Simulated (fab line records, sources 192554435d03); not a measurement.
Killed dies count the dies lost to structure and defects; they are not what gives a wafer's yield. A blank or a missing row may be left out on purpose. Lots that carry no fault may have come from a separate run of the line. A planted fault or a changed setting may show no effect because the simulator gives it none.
Matching of chambers :: flow n5Finfet :: N5_MOL_CONTACT_COAG_ETCHBACK_134 on rieDiel-01: 4 sister chambers
The step etches SiO2 in CHF3, target depth 10 nm, time 6.7 s. 16 wafers are shown with their chamber, then 8 later ones without.

## WAFERS PAIRED WITH THEIR CHAMBERS
wafer: L075.2
chamber: 3
drypumpMotorCurrentA (A): 4.9
showerheadPlenumPTorr (Torr): 2.51
throttleValvePct (%): 18.34

wafer: L075.4
chamber: 2
drypumpMotorCurrentA (A): 6.4
showerheadPlenumPTorr (Torr): 2.54
throttleValvePct (%): 18.57

wafer: L075.6
chamber: 3
drypumpMotorCurrentA (A): 4.9
showerheadPlenumPTorr (Torr): 2.51
throttleValvePct (%): 18.34

wafer: L076.1
chamber: 2
drypumpMotorCurrentA (A): 6.4
showerheadPlenumPTorr (Torr): 2.54
throttleValvePct (%): 18.57

wafer: L076.2
chamber: 0
drypumpMotorCurrentA (A): 4.9
showerheadPlenumPTorr (Torr): 2.38
throttleValvePct (%): 18.79

wafer: L076.5
chamber: 3
drypumpMotorCurrentA (A): 4.9
showerheadPlenumPTorr (Torr): 2.51
throttleValvePct (%): 18.36

wafer: L079.1
chamber: 1
drypumpMotorCurrentA (A): 5.3
showerheadPlenumPTorr (Torr): 2.33
throttleValvePct (%): 18.84

wafer: L079.2
chamber: 0
drypumpMotorCurrentA (A): 4.9
showerheadPlenumPTorr (Torr): 2.38
throttleValvePct (%): 18.81

wafer: L079.6
chamber: 0
drypumpMotorCurrentA (A): 4.9
showerheadPlenumPTorr (Torr): 2.38
throttleValvePct (%): 18.81

wafer: L083.1
chamber: 2
drypumpMotorCurrentA (A): 6.4
showerheadPlenumPTorr (Torr): 2.54
throttleValvePct (%): 18.60

wafer: L083.5
chamber: 3
drypumpMotorCurrentA (A): 4.9
showerheadPlenumPTorr (Torr): 2.50
throttleValvePct (%): 18.37

wafer: L083.6
chamber: 2
drypumpMotorCurrentA (A): 6.4
showerheadPlenumPTorr (Torr): 2.54
throttleValvePct (%): 18.62

wafer: L088.1
chamber: 3
drypumpMotorCurrentA (A): 4.9
showerheadPlenumPTorr (Torr): 2.50
throttleValvePct (%): 18.39

wafer: L088.2
chamber: 1
drypumpMotorCurrentA (A): 5.4
showerheadPlenumPTorr (Torr): 2.33
throttleValvePct (%): 18.84

wafer: L088.5
chamber: 2
drypumpMotorCurrentA (A): 6.4
showerheadPlenumPTorr (Torr): 2.53
throttleValvePct (%): 18.61

wafer: L089.1
chamber: 0
drypumpMotorCurrentA (A): 4.9
showerheadPlenumPTorr (Torr): 2.37
throttleValvePct (%): 18.84

SIGNATURES, as means of the wafers listed above
reading: drypumpMotorCurrentA
chamber 0: 4.900
chamber 1: 5.350
chamber 2: 6.400
chamber 3: 4.900
scatter within a chamber: 0.0204

reading: showerheadPlenumPTorr
chamber 0: 2.3775
chamber 1: 2.3300
chamber 2: 2.5380
chamber 3: 2.5060
scatter within a chamber: 0.00479

reading: throttleValvePct
chamber 0: 18.8125
chamber 1: 18.8400
chamber 2: 18.5940
chamber 3: 18.3600
scatter within a chamber: 0.0208
Rule: distance of a wafer from a chamber = root of the sum over the readings of ((wafer's reading minus chamber's mean) / reading's scatter) squared. The wafer belongs to the nearest chamber; if the next one is less than 2 further off, it can't be placed. The scatter is the square root of a quotient: the sum, over the shown wafers, of each reading's squared deviation from its chamber's mean, divided by wafers minus chambers.

## WAFERS WHOSE CHAMBER IS MISSING
wafer: L089.3
drypumpMotorCurrentA (A): 5.3
showerheadPlenumPTorr (Torr): 2.33
throttleValvePct (%): 18.86

wafer: L089.4
drypumpMotorCurrentA (A): 4.9
showerheadPlenumPTorr (Torr): 2.50
throttleValvePct (%): 18.38

wafer: L093.1
drypumpMotorCurrentA (A): 6.4
showerheadPlenumPTorr (Torr): 2.53
throttleValvePct (%): 18.64

wafer: L093.4
drypumpMotorCurrentA (A): 6.4
showerheadPlenumPTorr (Torr): 2.53
throttleValvePct (%): 18.65

wafer: L093.5
drypumpMotorCurrentA (A): 4.9
showerheadPlenumPTorr (Torr): 2.37
throttleValvePct (%): 18.84

wafer: L097.1
drypumpMotorCurrentA (A): 6.4
showerheadPlenumPTorr (Torr): 2.53
throttleValvePct (%): 18.65

wafer: L097.2
drypumpMotorCurrentA (A): 5.3
showerheadPlenumPTorr (Torr): 2.32
throttleValvePct (%): 18.46

wafer: L097.3
drypumpMotorCurrentA (A): 4.9
showerheadPlenumPTorr (Torr): 2.49
throttleValvePct (%): 18.41

## THE CHAMBER EACH PASSED THROUGH
wafer: L089.3
from the rows above: 1
in truth: 1

wafer: L089.4
from the rows above: 3
in truth: 3

wafer: L093.1
from the rows above: 2
in truth: 2

wafer: L093.4
from the rows above: 2
in truth: 2

wafer: L093.5
from the rows above: 0
in truth: 0

wafer: L097.1
from the rows above: 2
in truth: 2

wafer: L097.2
from the rows above: 1
in truth: 1

wafer: L097.3
from the rows above: 3
in truth: 3
8 of 8 placed correctly. From these rows, 0 cannot be placed. Placed wrongly: 0.
